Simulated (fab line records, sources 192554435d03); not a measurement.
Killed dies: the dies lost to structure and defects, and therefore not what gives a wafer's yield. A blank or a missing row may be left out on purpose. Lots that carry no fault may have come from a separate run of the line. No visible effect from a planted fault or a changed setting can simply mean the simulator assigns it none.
fab line records | flow n5-finfet
record: lots: 5 wafers: 15 last-day: 17
route steps=1938 shown BEOL_M4@1099 BEOL_M5@1112 BEOL_M7@1320 PASSIVATION@1936
lots that met no fault: taken from a fault-free run of the same line
start-h: start of the lot's first displayed wafer, in hours after the record's first day | wait-h: how many hours have passed since the lot's step before this one | " unchanged from the row above | L1.1+2: a single row standing in for several wafers | - no value, or no start given | * or withheld: withheld | < > ~ a bound
route shown NAME@n: names a module that has steps shown in the file, with the first one's number in the route | usual: mean and standard deviation over wafers with no fault | same: alike in all rows | chamber/n: place in a boat | sites: per-site readings | _std_site: the values' standard deviation | _edge_site: inner sites' mean taken away from outer sites' mean | radius-mm: for every site, how far away it sits from the centre of the wafer | mask NAME#n: copy n | behind: the most recent tool/chamber to have shaped the wafer | hold: why the lot went on hold/how many hours it stayed there/how the hold came to an end | device: the transistor (n, p or np) that didn't switch | end of line: the same wafers' tests at the end of the route | a step with no rows: only its recipe | killed: the dies lost at the first sort to structure and to defects; this is not the yield of the wafer | map: dies across one wafer; x = killed, . = not, _ = none there
set.NAME: setting as actually run; set.NAME@STEP: the setting as run at that earlier step | model.NAME: the simulator's own value behind a step, which no gauge read
certain route steps with their lots: each step a table, each wafer a row
services: the hour from which a tool's chamber was out of use, counted from the record's first day as start-h (under 0 if before that day), plus the number of hours and why
== steps ==
step: N5_BEOL_M4_ANNEAL_95
recipe: temp-c: 400 time-s: 240 ambient: vacuum
step: N5_BEOL_M4_SPUTTER_96
recipe: material: Cu target-thk-a: 45 temp-c: -20 chamber-pressure-pa: 0.07 power-w: withheld time-s: 8.29
step: N5_BEOL_M4_ECD_50
recipe: material: Cu target-thk-a: 3000
step: N5_BEOL_M4_ANNEAL_51
recipe: temp-c: 225 time-s: 90 ambient: N2
step: N5_BEOL_M4_CMP_52
recipe: stop-on: SiOC t-overpolish-s: 6.8 down-force-psi: 1 platen-rpm: 50 clearing-platen-down-force-psi: 1.5 clearing-platen-rpm: 50 post-cmp-clean: cu-alkaline target-thk-nm: 40 clearing-platen-pad-velocity-m-s: 0.99484 pad-velocity-m-s: 0.99484
step: N5_BEOL_M4_PRE_CLEAN_60
recipe: gas: NH3/H2 time-s: 15 temp-c: * rf-power-w: 300
step: N5_BEOL_M4_CO_CAP_55
recipe: material: Co target-thk-a: 20 temp-c: 200 precursor: CCTBA/H2 pressure-torr: 30 time-s: 102.1
step: N5_BEOL_M4_PRE_CLEAN_56
recipe: gas: NH3 time-s: 15 temp-c: withheld rf-power-w: 300
step: N5_BEOL_M4_DEP_57
recipe: material: SiCN target-thk-a: 80 temp-c: withheld precursor: 3MS/NH3 pressure-torr: 3 rf-w: 202 time-s: 14
step: N5_BEOL_M4_RC_MEAS_101
usual: DIBL_N: 35.9/1.7 DIBL_P: 36.0/2.2 IOFF_N: 0.16/0.031 IOFF_P: 0.21/0.039 ION_N: 678/13 ION_P: 464/8.8 SS_N: 71.5/0.61 SS_P: 73.2/0.68 VT_N: 249/3.3 VT_P: -250/3.8
columns lot.wafer tool chamber start-h wait-h DIBL_N[mV/V] DIBL_P[mV/V] IOFF_N[nA/um] IOFF_P[nA/um] ION_N[uA/um] ION_P[uA/um] SS_N[mV/dec] SS_P[mV/dec] VT_N[mV] VT_P[mV]
L323.1 prober-01 0 219.82 0.0 34.7 37.0 0.14 0.22 662 462 71.3 73.8 253 -249
L323.3 " 0 " " 37.3 40.0 0.22 0.28 689 469 72.0 74.1 247 -243
L323.4 " 0 " " 35.4 36.3 0.16 0.21 679 465 71.6 72.9 251 -247
L324.1 prober-01 0 226.49 0.0 37.0 38.6 0.18 0.21 692 464 71.9 73.2 248 -251
L324.4 " 0 " " 36.8 36.7 0.16 0.19 670 449 71.3 73.1 250 -252
L324.5 " 0 " " 37.0 38.6 0.17 0.23 686 469 71.5 73.7 247 -249
L325.1 prober-02 0 232.78 0.0 41.4 41.7 0.29 0.34 712 485 72.8 73.9 240 -242
L325.3 " 0 " " 37.9 36.5 0.19 0.23 689 463 71.6 73.9 245 -246
L325.4 " 0 " " 37.0 35.4 0.16 0.21 676 472 71.1 72.7 247 -249
L326.2 prober-02 0 235.56 0.2 37.9 38.5 0.19 0.22 684 469 71.8 73.8 247 -248
L326.4 " 0 " " 38.8 40.5 0.20 0.26 689 472 71.7 74.3 245 -247
L326.6 " 0 " " 37.8 39.4 0.19 0.25 677 465 72.4 73.5 245 -249
L334.2 prober-02 0 285.22 0.2 37.5 37.9 0.17 0.22 680 468 71.4 73.1 248 -250
L334.3 " 0 " " 36.1 36.5 0.17 0.19 687 471 70.9 73.0 250 -253
L334.4 " 0 " " 36.1 35.8 0.15 0.18 672 460 72.1 73.7 250 -254
step: N5_BEOL_M5_ILD_DEP_00
recipe: material: SiCOH_lowk target-thk-a: 1406.4 temp-c: 300 precursor: DEMS/porogen pressure-torr: 5 rf-w: 500 time-s: 25.9
step: N5_BEOL_M5_CURE_79
recipe: temp-c: 385 time-s: 240 ambient: He/Ar material: SiCOH_lowk
step: N5_BEOL_M5_PECVD_70
recipe: material: SiO2 target-thk-a: 160 temp-c: 400 precursor: TEOS/O2 pressure-torr: 5.5 rf-w: 450 teos-flow-sccm: 53.8 gas: O2 flow-sccm: 3000 time-s: 18
step: N5_BEOL_M5_HM_DEP_02
recipe: material: TiN target-thk-a: 200 temp-c: 25 chamber-pressure-pa: 0.49996
step: N5_BEOL_M5_COAT_59
recipe: resist: SOC temp-c: 250 time-s: 60 spin-rpm: 1500 resist-thk-nm: 60
step: N5_BEOL_M5_COAT_60
recipe: resist: SiARC temp-c: 220 time-s: 60 spin-rpm: 1500 resist-thk-nm: 12
step: N5_BEOL_M5_COAT_71
recipe: resist: underlayer temp-c: 205 time-s: 60 spin-rpm: 1500 resist-thk-nm: 5
step: N5_BEOL_M5_COAT_05
recipe: resist: CAR-EUV spin-rpm: 1500 resist-thk-nm: 30
step: N5_BEOL_M5_EBR_07
recipe: solvent: PGMEA ebr-width-mm: 1.5
step: N5_BEOL_M5_SOFTBAKE_06
recipe: temp-c: 110 time-s: 60 resist: CAR-EUV
step: N5_BEOL_M5_EXPOSE_08
recipe: mask-id: M5 na: 0.33 source-shape: annular sigma-inner: 0.4 sigma-outer: 0.8 polarization: unpolarized target-cd-nm: 28 dose-mj: 35.75
step: N5_BEOL_M5_PEB_09
recipe: peb-temp-c: 100 peb-time-s: 60 resist: CAR-EUV
step: N5_BEOL_M5_DEVELOP_10
recipe: develop-time-s: 30 developer: TMAH resist: CAR-EUV rinse-liquid: surfactant-rinse dry: air-spin dev-temp-c: 23
step: N5_BEOL_M5_DESCUM_16
recipe: chemistry: O2 time-s: 7 source-power-w: 50 bias-power-w: 20 pressure-mtorr: 20 rf-frequency-hz: 2.712e+07 temp-c: 40 resist: CAR-EUV o2-flow-sccm: 225
step: N5_BEOL_M5_ETCH_72
recipe: chemistry: N2/H2 target: underlayer target-depth-a: 65 mask-material: CAR-EUV time-s: 5.2 ion-energy-ev: 200 pressure-mtorr: 30 source-w: 840 bias-w: 150 n2-flow-sccm: 200 h2-flow-sccm: 200 ends: cleared
step: N5_BEOL_M5_ETCH_61
recipe: chemistry: CF4 target: SiARC target-depth-a: 156 mask-material: CAR-EUV time-s: 26 ion-energy-ev: 80 pressure-mtorr: 40 source-w: 545 bias-w: 36 Ar_flow_sccm: 100 cf4-flow-sccm: 100 ends: cleared
step: N5_BEOL_M5_ETCH_62
recipe: chemistry: N2/H2 target: SOC target-depth-a: 750 overetch-a: 150 mask-material: SiARC temp-c: 40 time-s: 112.5 ion-energy-ev: 200 pressure-mtorr: 30 source-w: 840 bias-w: 150 n2-flow-sccm: 200 h2-flow-sccm: 200
step: N5_BEOL_M5_STRIP_63
recipe: chemistry: N2/H2 temp-c: 40 n2-flow-sccm: 200 h2-flow-sccm: 200 rf-frequency-hz: 6e+07
step: N5_BEOL_M5_STRIP_73
recipe: chemistry: N2/H2 temp-c: 40 n2-flow-sccm: 200 h2-flow-sccm: 200 rf-frequency-hz: 6e+07
step: N5_BEOL_M5_STRIP_64
recipe: chemistry: CF4 resist: SiARC power-w: 300 bias-power-w: 75 pressure-mtorr: 50 cf4-flow-sccm: 150 rf-frequency-hz: 6e+07
step: N5_BEOL_M5_HM_OPEN_17
recipe: chemistry: Cl2/BCl3 target-depth-a: 200 overetch-a: 60 target: TiN mask-material: SOC ion-energy-ev: 150 pressure-mtorr: 10 icp-w: 1000 bias-w: 126 Cl2_flow_sccm: 53.25 bcl3-flow-sccm: 21.75 Ar_flow_sccm: 25
step: N5_BEOL_M5_STRIP_19
recipe: chemistry: O2 power-w: 400 temp-c: 40 pressure-mtorr: 30 rf-frequency-hz: 6e+07 bias-power-w: 0 overash-fraction: 0.2 o2-flow-sccm: 225
step: N5_BEOL_M5_COAT_65
recipe: resist: SOC temp-c: 250 time-s: 60 spin-rpm: 1500 resist-thk-nm: 60
step: N5_BEOL_M5_COAT_66
recipe: resist: SiARC temp-c: 220 time-s: 60 spin-rpm: 1500 resist-thk-nm: 12
step: N5_BEOL_M7_ALD_77
recipe: material: TaN target-thk-a: 20 temp-c: 275 ald-precursor-family: PDMAT ald-co-reactant: NH3 pressure-torr: 3 carrier-flow-sccm: 1500 pulse-time-s: 2 purge-time-s: 3 co-reactant-purge-time-s: 2 co-reactant-pulse-time-s: 3 ald-cycles: 40 precursor-vessel-temp-c: 75 precursor-vessel-pressure-torr: 26.25 precursor-vessel-carrier-sccm: 1000
usual: ald-cycles: 40/0 chamber-pressure-Torr: 3.001/0.0066 co-reactant-pulse-time-s: 3/0 heater-power-w: 408/29 susceptor-temp-C: 275.01/0.19
columns lot.wafer tool chamber start-h wait-h ald-cycles chamber-pressure-Torr co-reactant-pulse-time-s heater-power-w susceptor-temp-C
L323.1 ald-metal-04 1 251.56 0.0 - - - - -
L323.3 " 2 " " - - - - -
L323.4 " 0 " " - - - - -
L324.1 ald-metal-02 3 252.98 0.0 - - - - -
L324.4 " 1 " " - - - - -
L324.5 " 1 " " - - - - -
L326.2 ald-metal-02 0 259.88 0.3 - - - - -
L326.4 " 1 " " - - - - -
L326.6 " 2 " " - - - - -
L325.1 ald-metal-04 0 261.48 0.0 40 3.004 3 426 274.90
L325.3 " 1 " " 40 3.006 3 472 275.42
L325.4 " 2 " " 40 2.985 3 384 275.26
L334.2 ald-metal-02 1 313.35 0.0 40 3.007 3 418 274.59
L334.3 " 2 " " 40 3.002 3 424 275.13
L334.4 " 3 " " 40 2.994 3 366 275.30
step: N5_BEOL_M7_CMP_52
recipe: stop-on: SiCOH_lowk t-overpolish-s: 6.9 down-force-psi: 1 platen-rpm: 50 clearing-platen-down-force-psi: 1.5 clearing-platen-rpm: 50 post-cmp-clean: cu-alkaline target-thk-nm: 80 clearing-platen-pad-velocity-m-s: 0.99484 pad-velocity-m-s: 0.99484
usual: barrier-field-endpoint-s: 28.7/0.76 motor-current-A: 5.8/0.41
columns lot.wafer tool chamber start-h wait-h barrier-field-endpoint-s motor-current-A
L323.1 cmp-02 3 252.90 0.3 26.5 6.1
L323.4 " 0 " " 27.4 5.5
L323.3 " 1 " " 27.2 6.4
L324.1 cmp-01 0 254.27 0.3 26.0 6.1
L324.4 " 3 " " 26.4 5.6
L324.5 " 0 " " 26.0 5.9
L326.2 cmp-02 2 260.99 0.2 26.7 4.9
L326.4 " 1 " " 27.0 6.6
L326.6 " 2 " " 26.8 5.0
L325.1 cmp-04 3 262.64 0.3 29.0 5.5
L325.4 " 0 " " 29.3 5.7
L325.3 " 1 " " 29.2 5.8
L334.3 cmp-04 0 314.40 0.2 28.6 5.7
L334.4 " 1 " " 29.1 5.8
L334.2 " 2 " " 28.8 5.7
step: N5_PASSIVATION_PROBE_49
usual: defect-limited-yield: 90.9/1.5 killed_at_M0_to_M3: 36/10 killed_at_M4_up: 13/5.5 killed-at-contacts: 12/5.6 killed-at-front-end: 42/12 killed-at-other: 4/3.2 killed-dies: 108/18 killed-on-rim: 15/4.1 killed-open: 71/13 killed-short: 34/7.8 sort_bin_4_leakage: 0/0 sort_bin_5_function: 5.4/1 sort_bin_6_memory: 3.4/0.68 sort-n-pass: 1072/18 sort-yield-pct: 90.9/1.5
same: gross-dies: 1180 killed-at-back-side: 0 sort_bin_8_speed[%]: 0
columns lot.wafer tool chamber start-h wait-h defect-limited-yield[%] killed_at_M0_to_M3 killed_at_M4_up killed-at-contacts killed-at-front-end killed-at-other killed-dies killed-on-rim killed-open killed-short sort_bin_4_leakage[%] sort_bin_5_function[%] sort_bin_6_memory[%] sort-n-pass sort-yield-pct[%]
L326.2 prober-02 - 336.88 0.1 0 31 1084 9 53 3 1180 152 74 34 90.68 5.3 3.6 0 0
L326.4 prober-02 - 336.98 0.2 0 53 1082 14 25 6 1180 152 70 42 90.51 5.8 3.5 0 0
L326.6 prober-02 - 337.08 0.3 0 49 1076 5 47 3 1180 152 75 42 89.92 5.7 4.2 0 0
L323.1 prober-01 - 339.66 0.0 0 55 1081 12 30 2 1180 152 63 40 91.19 5.8 2.9 0 0
L323.3 prober-01 - 339.76 0.1 0 49 1071 23 35 2 1180 152 78 41 89.75 5.5 4.4 0 0
L323.4 prober-01 - 339.81 0.2 0 38 1065 20 55 2 1180 152 91 35 89.32 6.6 3.8 0 0
L324.1 prober-02 - 340.49 0.0 0 47 1080 13 36 4 1180 152 85 26 90.42 5.3 3.8 0 0
L324.4 prober-02 - 340.64 0.2 0 49 1084 12 26 9 1180 152 80 23 91.19 5.7 3.1 0 0
L324.5 prober-02 - 340.69 0.2 0 45 1075 10 49 1 1180 152 82 27 90.76 6.0 3.1 0 0
L325.1 prober-01 - 347.91 0.0 91.4 40 18 8 31 5 102 16 73 29 0 5.0 3.4 1078 91.4
L325.3 prober-01 - 348.01 0.1 92.1 45 15 8 19 6 93 9 66 26 0 4.9 2.8 1087 92.1
L325.4 prober-01 - 348.06 0.2 91.9 34 9 16 35 2 96 11 66 27 0 5.3 2.6 1084 91.9
L334.2 prober-02 - 399.00 0.1 87.4 49 31 18 50 1 149 23 100 49 0 7.7 4.5 1031 87.4
L334.3 prober-02 - 399.05 0.1 89.3 48 14 14 47 3 126 12 74 50 0 6.1 3.9 1054 89.3
L334.4 prober-02 - 399.10 0.2 87.7 47 27 17 50 4 145 23 99 46 0 7.6 3.7 1035 87.7
killed by level:class
L326.2 BEOL_M7:area-ald=1066 STI_FIN_REVEAL:geometric-particle:open=15 DUMMY_GATE:geometric-particle:open=15 BEOL_M0_SAQP:geometric-particle:short=10 FIN_SAQP:geometric-particle:short=7 BEOL_M1:geometric-particle:open=7 BEOL_M0_SAQP:geometric-particle:open=7 MOL_CONTACT_COAG:geometric-particle:open=6
L326.4 BEOL_M7:area-ald=1062 MOL_CONTACT_COAG:geometric-particle:open=11 BEOL_M0_SAQP:geometric-particle:short=11 BEOL_M2:geometric-particle:open=11 STI_FIN_REVEAL:geometric-particle:open=8 BEOL_M0_SAQP:geometric-particle:open=7 BEOL_M1:geometric-particle:open=7 BEOL_M2:geometric-particle:short=7
L326.6 BEOL_M7:area-ald=1057 FIN_SAQP:geometric-particle:open=18 BEOL_M0_SAQP:geometric-particle:short=18 BEOL_M0_SAQP:geometric-particle:open=12 STI_FIN_REVEAL:geometric-particle:open=7 DUMMY_GATE:geometric-particle:open=7 BEOL_M2:geometric-particle:open=6 BEOL_M1:geometric-particle:open=6
L323.1 BEOL_M7:area-ald=1075 BEOL_M3:geometric-particle:open=13 BEOL_M2:geometric-particle:open=11 FIN_SAQP:geometric-particle:short=10 MOL_CONTACT_COAG:geometric-particle:open=8 BEOL_M0_SAQP:geometric-particle:open=8 BEOL_M0_SAQP:geometric-particle:short=7 BEOL_M1:geometric-particle:open=5
L323.3 BEOL_M7:area-ald=1053 MOL_CONTACT_COAG:geometric-particle:open=16 BEOL_M3:geometric-particle:open=11 BEOL_M0_SAQP:geometric-particle:open=9 FIN_SAQP:geometric-particle:short=8 BEOL_M0_SAQP:geometric-particle:short=8 FIN_SAQP:geometric-particle:open=7 MOL_CONTACT_COAG:geometric-particle:short=7
L323.4 BEOL_M7:area-ald=1049 FIN_SAQP:geometric-particle:short=16 MOL_CONTACT_COAG:geometric-particle:open=16 STI_FIN_REVEAL:geometric-particle:open=13 FIN_SAQP:geometric-particle:open=10 BEOL_M2:geometric-particle:open=8 BEOL_M0:geometric-particle:open=7 BEOL_M0_SAQP:geometric-particle:open=6
L324.1 BEOL_M7:area-ald=1062 MOL_CONTACT_COAG:geometric-particle:open=12 BEOL_M2:geometric-particle:open=12 BEOL_M3:geometric-particle:open=12 BEOL_M1:geometric-particle:open=10 STI_FIN_REVEAL:geometric-particle:open=9 FIN_SAQP:geometric-particle:open=8 STI_FIN_REVEAL:geometric-particle:short=5
L324.4 BEOL_M7:area-ald=1066 BEOL_M3:geometric-particle:open=14 BEOL_M1:geometric-particle:open=13 BEOL_M2:geometric-particle:open=13 MOL_CONTACT_COAG:geometric-particle:open=12 M7:area-ald=10 STI_FIN_REVEAL:geometric-particle:open=6 BEOL_M5:geometric-particle:open=5
L324.5 BEOL_M7:area-ald=1068 BEOL_M3:geometric-particle:open=15 STI_FIN_REVEAL:geometric-particle:open=14 BEOL_M2:geometric-particle:open=14 DUMMY_GATE:geometric-particle:open=9 MOL_CONTACT_COAG:geometric-particle:open=8 BEOL_M1:geometric-particle:open=8 STARTING-WAFER:geometric-particle:short=7
L325.1 BEOL_M4:geometric-particle:open=13 BEOL_M2:geometric-particle:open=12 FIN_SAQP:geometric-particle:open=9 DUMMY_GATE:geometric-particle:open=9 BEOL_M0_SAQP:geometric-particle:short=8 MOL_CONTACT_COAG:geometric-particle:open=7 BEOL_M0_SAQP:geometric-particle:open=7 BEOL_M3:geometric-particle:open=6
L325.3 BEOL_M1:geometric-particle:open=11 MOL_CONTACT_COAG:geometric-particle:open=8 BEOL_M0_SAQP:geometric-particle:open=7 BEOL_M3:geometric-particle:open=6 BEOL_M2:geometric-particle:open=6 DUMMY_GATE:geometric-particle:open=5 FIN_SAQP:geometric-particle:open=4 BEOL_M0_SAQP:geometric-particle:short=4
L325.4 MOL_CONTACT_COAG:geometric-particle:open=15 DUMMY_GATE:geometric-particle:open=10 BEOL_M0_SAQP:geometric-particle:short=9 STI_FIN_REVEAL:geometric-particle:open=7 BEOL_M0_SAQP:geometric-particle:open=6 BEOL_M0:geometric-particle:open=6 FIN_SAQP:geometric-particle:short=5 BEOL_M1:geometric-particle:open=4
L334.2 BEOL_M0_SAQP:geometric-particle:open=18 BEOL_M0_SAQP:geometric-particle:short=17 STI_FIN_REVEAL:geometric-particle:open=16 BEOL_M4:geometric-particle:open=13 FIN_SAQP:geometric-particle:open=11 MOL_CONTACT_COAG:geometric-particle:open=10 MOL_CONTACT_COAG:geometric-particle:short=8 BEOL_M4:geometric-particle:short=8
L334.3 FIN_SAQP:geometric-particle:short=16 BEOL_M0_SAQP:geometric-particle:short=14 MOL_CONTACT_COAG:geometric-particle:open=12 BEOL_M0_SAQP:geometric-particle:open=11 STI_FIN_REVEAL:geometric-particle:open=8 BEOL_M2:geometric-particle:open=8 BEOL_M1:geometric-particle:open=6 BEOL_M3:geometric-particle:open=6
L334.4 BEOL_M4:geometric-particle:open=15 FIN_SAQP:geometric-particle:open=14 MOL_CONTACT_COAG:geometric-particle:open=14 FIN_SAQP:geometric-particle:short=12 BEOL_M0_SAQP:geometric-particle:open=11 BEOL_M0_SAQP:geometric-particle:short=11 BEOL_M3:geometric-particle:open=9 BEOL_M1:geometric-particle:open=6
map L323.1 (x killed, . not)
_________________xxxxxxxxxxxx________________
______________xxxxxxxxxxxxxxxxxx_____________
___________xxxxxxxxxxxxxxxxxxxxxxxx__________
__________xxxxxxxxxxxxxxxxxxxxxxxxxx_________
________xxxxxxxxxxxxxxxxxxxxxxxxxxxxxx_______
_______xxxxxxxxxxxxxxxxxxxxxxxxxxxxxxxx______
______xxxxxxxxxxxxxxxxxxxxxxxxxxxxxxxxxx_____
_____xxxxxxxxxxxxxxxxxxxxxxxxxxxxxxxxxxxx____
____xxxxxxxxxxxxxxxxxxxxxxxxxxxxxxxxxxxxxx___
___xxxxxxxxxxxxxxxxxxxxxxxxxxxxxxxxxxxxxxxx__
___xxxxxxxxxxxxxxxxxxxxxxxxxxxxxxxxxxxxxxxx__
__xxxxxxxxxxxxxxxxxxxxxxxxxxxxxxxxxxxxxxxxxx_
__xxxxxxxxxxxxxxxxxxxxxxxxxxxxxxxxxxxxxxxxxx_
_xxxxxxxxxxxxxxxxxxxxxxxxxxxxxxxxxxxxxxxxxxxx
_xxxxxxxxxxxxxxxxxxxxxxxxxxxxxxxxxxxxxxxxxxxx
_xxxxxxxxxxxxxxxxxxxxxxxxxxxxxxxxxxxxxxxxxxxx
_xxxxxxxxxxxxxxxxxxxxxxxxxxxxxxxxxxxxxxxxxxxx
_xxxxxxxxxxxxxxxxxxxxxxxxxxxxxxxxxxxxxxxxxxxx
_xxxxxxxxxxxxxxxxxxxxxxxxxxxxxxxxxxxxxxxxxxxx
_xxxxxxxxxxxxxxxxxxxxxxxxxxxxxxxxxxxxxxxxxxxx
_xxxxxxxxxxxxxxxxxxxxxxxxxxxxxxxxxxxxxxxxxxxx
__xxxxxxxxxxxxxxxxxxxxxxxxxxxxxxxxxxxxxxxxxx_
__xxxxxxxxxxxxxxxxxxxxxxxxxxxxxxxxxxxxxxxxxx_
___xxxxxxxxxxxxxxxxxxxxxxxxxxxxxxxxxxxxxxxx__
___xxxxxxxxxxxxxxxxxxxxxxxxxxxxxxxxxxxxxxxx__
____xxxxxxxxxxxxxxxxxxxxxxxxxxxxxxxxxxxxxx___
_____xxxxxxxxxxxxxxxxxxxxxxxxxxxxxxxxxxxx____
______xxxxxxxxxxxxxxxxxxxxxxxxxxxxxxxxxx_____
_______xxxxxxxxxxxxxxxxxxxxxxxxxxxxxxxx______
________xxxxxxxxxxxxxxxxxxxxxxxxxxxxxx_______
__________xxxxxxxxxxxxxxxxxxxxxxxxxx_________
___________xxxxxxxxxxxxxxxxxxxxxxxx__________
______________xxxxxxxxxxxxxxxxxx_____________
_________________xxxxxxxxxxxx________________
map L324.1 (x killed, . not)
_________________xxxxxxxxxxxx________________
______________xxxxxxxxxxxxxxxxxx_____________
___________xxxxxxxxxxxxxxxxxxxxxxxx__________
__________xxxxxxxxxxxxxxxxxxxxxxxxxx_________
________xxxxxxxxxxxxxxxxxxxxxxxxxxxxxx_______
_______xxxxxxxxxxxxxxxxxxxxxxxxxxxxxxxx______
______xxxxxxxxxxxxxxxxxxxxxxxxxxxxxxxxxx_____
_____xxxxxxxxxxxxxxxxxxxxxxxxxxxxxxxxxxxx____
____xxxxxxxxxxxxxxxxxxxxxxxxxxxxxxxxxxxxxx___
___xxxxxxxxxxxxxxxxxxxxxxxxxxxxxxxxxxxxxxxx__
___xxxxxxxxxxxxxxxxxxxxxxxxxxxxxxxxxxxxxxxx__
__xxxxxxxxxxxxxxxxxxxxxxxxxxxxxxxxxxxxxxxxxx_
__xxxxxxxxxxxxxxxxxxxxxxxxxxxxxxxxxxxxxxxxxx_
_xxxxxxxxxxxxxxxxxxxxxxxxxxxxxxxxxxxxxxxxxxxx
_xxxxxxxxxxxxxxxxxxxxxxxxxxxxxxxxxxxxxxxxxxxx
_xxxxxxxxxxxxxxxxxxxxxxxxxxxxxxxxxxxxxxxxxxxx
_xxxxxxxxxxxxxxxxxxxxxxxxxxxxxxxxxxxxxxxxxxxx
_xxxxxxxxxxxxxxxxxxxxxxxxxxxxxxxxxxxxxxxxxxxx
_xxxxxxxxxxxxxxxxxxxxxxxxxxxxxxxxxxxxxxxxxxxx
_xxxxxxxxxxxxxxxxxxxxxxxxxxxxxxxxxxxxxxxxxxxx
_xxxxxxxxxxxxxxxxxxxxxxxxxxxxxxxxxxxxxxxxxxxx
__xxxxxxxxxxxxxxxxxxxxxxxxxxxxxxxxxxxxxxxxxx_
__xxxxxxxxxxxxxxxxxxxxxxxxxxxxxxxxxxxxxxxxxx_
___xxxxxxxxxxxxxxxxxxxxxxxxxxxxxxxxxxxxxxxx__
___xxxxxxxxxxxxxxxxxxxxxxxxxxxxxxxxxxxxxxxx__
____xxxxxxxxxxxxxxxxxxxxxxxxxxxxxxxxxxxxxx___
_____xxxxxxxxxxxxxxxxxxxxxxxxxxxxxxxxxxxx____
______xxxxxxxxxxxxxxxxxxxxxxxxxxxxxxxxxx_____
_______xxxxxxxxxxxxxxxxxxxxxxxxxxxxxxxx______
________xxxxxxxxxxxxxxxxxxxxxxxxxxxxxx_______
__________xxxxxxxxxxxxxxxxxxxxxxxxxx_________
___________xxxxxxxxxxxxxxxxxxxxxxxx__________
______________xxxxxxxxxxxxxxxxxx_____________
_________________xxxxxxxxxxxx________________
== services ==
columns tool chamber start-h hours kind
ald-metal-02 - 229.87 1.3 repair
cmp-02 - 235.02 4.0 pm
ald-metal-02 1 236.96 4.1 repair
cmp-02 - 239.02 - consumable-replace:conditioner
cmp-02 - 239.02 - consumable-replace:pad
ald-metal-04 1 244.04 - calibration
cmp-01 - 269.35 1.0 repair
ald-metal-04 1 271.72 1.9 repair
cmp-02 - 288.05 1.8 repair
cmp-04 - 303.32 4.0 pm
cmp-02 - 304.67 2.7 repair
cmp-04 - 307.32 - consumable-replace:conditioner
cmp-04 - 307.32 - consumable-replace:pad
== key ==
first-sign: step: N5_BEOL_M7_ALD_77 reading: tool-record direction: missing
effect: step: N5_BEOL_M7_CMP_52 reading: barrier-field-endpoint-s direction: down sigmas: 2.7 usual: 28.7 struck: 26.7
effect: step: N5_PASSIVATION_PROBE_49 reading: sort_bin_4_leakage direction: up sigmas: 99+ usual: 0 struck: 90.41
more-kills-born-at: N5_BEOL_M7_ALD_77@ald-metal-02: 6413 N5_BEOL_M7_ALD_77@ald-metal-04: 3189
met-at N5_BEOL_M7_ALD_77
struck-wafers L323.1,L323.3,L323.4,L324.1,L324.4,L324.5,L326.2,L326.4,L326.6
later-rows-left-out L323.1,L323.3,L323.4,L324.1,L324.4,L324.5,L326.2,L326.4,L326.6
fault: kind: skipped-step-whole tool: ald-metal-02,ald-metal-04 chamber: - onset-h: 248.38 steps: N5_BEOL_M7_ALD_77 scope: struck-lots-only
later-rows-left-out: the simulator's readings of these wafers behind a module that went badly wrong aren't trusted and aren't shown, but for the sort
